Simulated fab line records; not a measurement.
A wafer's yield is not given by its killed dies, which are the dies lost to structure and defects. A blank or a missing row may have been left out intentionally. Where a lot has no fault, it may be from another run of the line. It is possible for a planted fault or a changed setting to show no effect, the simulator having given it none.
Matching of chambers || flow n5_finfet || N5_BEOL_M8_STRIP_36 on rie_diel-04 has 4 sister chambers
The step strips in N2/H2. 24 wafers are shown with their chamber, then 12 later ones without.

## EACH WAFER AND ITS CHAMBER
{"wafer": "L074.1", "chamber": 1, "throttle_valve_pct (%)": 23.96, "drypump_motor_current_A (A)": 5.5, "oes_product_au (a.u.)": 0.70}
{"wafer": "L074.3", "chamber": 2, "throttle_valve_pct (%)": 23.38, "drypump_motor_current_A (A)": 5.2, "oes_product_au (a.u.)": 0.90}
{"wafer": "L074.6", "chamber": 0, "throttle_valve_pct (%)": 22.99, "drypump_motor_current_A (A)": 6.2, "oes_product_au (a.u.)": 0.83}
{"wafer": "L076.2", "chamber": 0, "throttle_valve_pct (%)": 23.01, "drypump_motor_current_A (A)": 6.3, "oes_product_au (a.u.)": 0.82}
{"wafer": "L076.3", "chamber": 3, "throttle_valve_pct (%)": 23.73, "drypump_motor_current_A (A)": 5.5, "oes_product_au (a.u.)": 0.77}
{"wafer": "L076.6", "chamber": 2, "throttle_valve_pct (%)": 23.39, "drypump_motor_current_A (A)": 5.1, "oes_product_au (a.u.)": 0.86}
{"wafer": "L077.3", "chamber": 2, "throttle_valve_pct (%)": 23.36, "drypump_motor_current_A (A)": 5.2, "oes_product_au (a.u.)": 0.90}
{"wafer": "L077.4", "chamber": 1, "throttle_valve_pct (%)": 23.94, "drypump_motor_current_A (A)": 5.5, "oes_product_au (a.u.)": 0.70}
{"wafer": "L077.6", "chamber": 1, "throttle_valve_pct (%)": 23.92, "drypump_motor_current_A (A)": 5.5, "oes_product_au (a.u.)": 0.70}
{"wafer": "L078.1", "chamber": 3, "throttle_valve_pct (%)": 23.74, "drypump_motor_current_A (A)": 5.5, "oes_product_au (a.u.)": 0.78}
{"wafer": "L078.3", "chamber": 2, "throttle_valve_pct (%)": 23.42, "drypump_motor_current_A (A)": 5.2, "oes_product_au (a.u.)": 0.88}
{"wafer": "L078.5", "chamber": 1, "throttle_valve_pct (%)": 23.96, "drypump_motor_current_A (A)": 5.6, "oes_product_au (a.u.)": 0.70}
{"wafer": "L079.1", "chamber": 0, "throttle_valve_pct (%)": 23.06, "drypump_motor_current_A (A)": 6.2, "oes_product_au (a.u.)": 0.82}
{"wafer": "L079.5", "chamber": 0, "throttle_valve_pct (%)": 23.04, "drypump_motor_current_A (A)": 6.3, "oes_product_au (a.u.)": 0.82}
{"wafer": "L079.6", "chamber": 3, "throttle_valve_pct (%)": 23.78, "drypump_motor_current_A (A)": 5.5, "oes_product_au (a.u.)": 0.78}
{"wafer": "L081.4", "chamber": 2, "throttle_valve_pct (%)": 23.41, "drypump_motor_current_A (A)": 5.1, "oes_product_au (a.u.)": 0.87}
{"wafer": "L081.5", "chamber": 1, "throttle_valve_pct (%)": 23.96, "drypump_motor_current_A (A)": 5.5, "oes_product_au (a.u.)": 0.69}
{"wafer": "L081.6", "chamber": 2, "throttle_valve_pct (%)": 23.42, "drypump_motor_current_A (A)": 5.2, "oes_product_au (a.u.)": 0.87}
{"wafer": "L084.1", "chamber": 1, "throttle_valve_pct (%)": 23.97, "drypump_motor_current_A (A)": 5.5, "oes_product_au (a.u.)": 0.68}
{"wafer": "L084.2", "chamber": 2, "throttle_valve_pct (%)": 23.42, "drypump_motor_current_A (A)": 5.1, "oes_product_au (a.u.)": 0.85}
{"wafer": "L084.3", "chamber": 3, "throttle_valve_pct (%)": 23.78, "drypump_motor_current_A (A)": 5.5, "oes_product_au (a.u.)": 0.75}
{"wafer": "L088.1", "chamber": 2, "throttle_valve_pct (%)": 23.42, "drypump_motor_current_A (A)": 5.2, "oes_product_au (a.u.)": 0.83}
{"wafer": "L088.3", "chamber": 0, "throttle_valve_pct (%)": 23.08, "drypump_motor_current_A (A)": 6.3, "oes_product_au (a.u.)": 0.80}
{"wafer": "L088.4", "chamber": 0, "throttle_valve_pct (%)": 23.05, "drypump_motor_current_A (A)": 6.3, "oes_product_au (a.u.)": 0.80}

SIGNATURES (means of the wafers above)
{"reading": "throttle_valve_pct", "chamber 0": 23.0383, "chamber 1": 23.9517, "chamber 2": 23.4025, "chamber 3": 23.7575, "scatter within a chamber": 0.0255}
{"reading": "drypump_motor_current_A", "chamber 0": 6.267, "chamber 1": 5.517, "chamber 2": 5.162, "chamber 3": 5.500, "scatter within a chamber": 0.045}
{"reading": "oes_product_au", "chamber 0": 0.8150, "chamber 1": 0.6950, "chamber 2": 0.8700, "chamber 3": 0.7700, "scatter within a chamber": 0.0169}
Rule: a wafer lies at a distance from a chamber equal to the root of the sum of squares, over the readings, of (its reading less the chamber's mean, divided by the reading's scatter). The wafer belongs to the nearest chamber; if the next one is less than 2 further off, it can't be placed. The scatter: the root of (the sum of the squares of (reading less its chamber's mean) over the shown wafers, divided by (wafers less chambers)).

## WAFERS WITH NO CHAMBER GIVEN
{"wafer": "L091.2", "throttle_valve_pct (%)": 23.44, "drypump_motor_current_A (A)": 5.2, "oes_product_au (a.u.)": 0.84}
{"wafer": "L091.5", "throttle_valve_pct (%)": 23.43, "drypump_motor_current_A (A)": 5.2, "oes_product_au (a.u.)": 0.84}
{"wafer": "L091.6", "throttle_valve_pct (%)": 23.78, "drypump_motor_current_A (A)": 5.5, "oes_product_au (a.u.)": 0.75}
{"wafer": "L092.1", "throttle_valve_pct (%)": 23.07, "drypump_motor_current_A (A)": 6.3, "oes_product_au (a.u.)": 0.77}
{"wafer": "L092.4", "throttle_valve_pct (%)": 23.99, "drypump_motor_current_A (A)": 5.5, "oes_product_au (a.u.)": 0.69}
{"wafer": "L092.6", "throttle_valve_pct (%)": 23.43, "drypump_motor_current_A (A)": 5.1, "oes_product_au (a.u.)": 0.84}
{"wafer": "L094.1", "throttle_valve_pct (%)": 23.06, "drypump_motor_current_A (A)": 6.3, "oes_product_au (a.u.)": 0.76}
{"wafer": "L094.2", "throttle_valve_pct (%)": 23.81, "drypump_motor_current_A (A)": 5.5, "oes_product_au (a.u.)": 0.74}
{"wafer": "L094.6", "throttle_valve_pct (%)": 23.80, "drypump_motor_current_A (A)": 5.5, "oes_product_au (a.u.)": 0.73}
{"wafer": "L097.1", "throttle_valve_pct (%)": 23.44, "drypump_motor_current_A (A)": 5.1, "oes_product_au (a.u.)": 0.84}
{"wafer": "L097.2", "throttle_valve_pct (%)": 23.83, "drypump_motor_current_A (A)": 5.5, "oes_product_au (a.u.)": 0.73}
{"wafer": "L097.5", "throttle_valve_pct (%)": 23.45, "drypump_motor_current_A (A)": 5.2, "oes_product_au (a.u.)": 0.83}

## WHICH CHAMBER EACH WENT THROUGH
{"wafer": "L091.2", "from the rows above": 2, "in truth": 2}
{"wafer": "L091.5", "from the rows above": 2, "in truth": 2}
{"wafer": "L091.6", "from the rows above": 3, "in truth": 3}
{"wafer": "L092.1", "from the rows above": 0, "in truth": 0}
{"wafer": "L092.4", "from the rows above": 1, "in truth": 1}
{"wafer": "L092.6", "from the rows above": 2, "in truth": 2}
{"wafer": "L094.1", "from the rows above": 0, "in truth": 0}
{"wafer": "L094.2", "from the rows above": 3, "in truth": 3}
{"wafer": "L094.6", "from the rows above": 3, "in truth": 3}
{"wafer": "L097.1", "from the rows above": 2, "in truth": 2}
{"wafer": "L097.2", "from the rows above": "can't be placed: 3 or 1", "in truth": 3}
{"wafer": "L097.5", "from the rows above": 2, "in truth": 2}
Correctly placed: 11 of 12. Cannot be placed on the basis of these rows: 1; the candidates contain the true chamber in 1. Wrongly placed: 0.
